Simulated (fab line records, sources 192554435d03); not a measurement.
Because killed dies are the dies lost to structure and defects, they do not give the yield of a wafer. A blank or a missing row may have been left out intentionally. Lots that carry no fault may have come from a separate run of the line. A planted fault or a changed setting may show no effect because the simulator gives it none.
Matching of chambers    flow n5Finfet    N5_BEOL_M12_ILD_DEP_00 on pecvd-01: 3 sister chambers
The step deposits SiOC from DEMS/O2, target thk 658.92 nm, time 130.7 s. 6 wafers are shown with their chamber, then 12 later ones without.

== WAFERS, EACH WITH ITS CHAMBER ==
wafer   chamber  showerheadPlenumPTorr (Torr)  throttleValvePct (%)
L088.6  0        5.690                         11.8
L091.5  2        5.719                         11.6
L091.6  0        5.705                         11.8
L092.2  1        5.691                         11.7
L092.4  1        5.689                         11.5
L092.5  2        5.703                         11.5

== WAFERS WITH NO CHAMBER GIVEN ==
wafer   showerheadPlenumPTorr (Torr)  throttleValvePct (%)
L094.1  5.698                         11.7
L094.2  5.687                         11.5
L094.3  5.716                         11.7
L094.4  5.700                         12.1
L094.5  5.707                         11.6
L094.6  5.713                         11.6
L093.2  5.686                         11.4
L093.3  5.687                         11.8
L093.6  5.709                         11.6
L097.3  5.702                         11.7
L097.4  5.697                         11.3
L097.6  5.703                         11.7

== WHICH CHAMBER EACH ONE RAN IN ==
wafer   from the rows above           in truth
L094.1  can't be placed: 0 or 1 or 2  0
L094.2  can't be placed: 1 or 2       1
L094.3  can't be placed: 2 or 0 or 1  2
L094.4  0                             0
L094.5  can't be placed: 2 or 1 or 0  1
L094.6  can't be placed: 2 or 1       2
L093.2  can't be placed: 1 or 2       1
L093.3  can't be placed: 0 or 1       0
L093.6  can't be placed: 2 or 1 or 0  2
L097.3  can't be placed: 0 or 1 or 2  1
L097.4  can't be placed: 2 or 1       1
L097.6  can't be placed: 0 or 1 or 2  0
1 of 12 placed correctly. Not placeable from these rows: 11 (in 11, the candidates include the true chamber). Placed wrongly: 0.
How it was worked out, from the rows above alone: a wafer's distance from a chamber is the root of the sum, over the readings, of the square of ((its reading less the chamber's mean) divided by the reading's scatter). If the next closest chamber is less than 2 further off than the closest, the wafer can't be placed; otherwise it belongs to the closest. Each chamber's mean is taken over the wafers shown for it. The scatter: take each reading less its chamber's mean, square it, sum over the shown wafers, divide by the number of wafers less the number of chambers, and take the root.
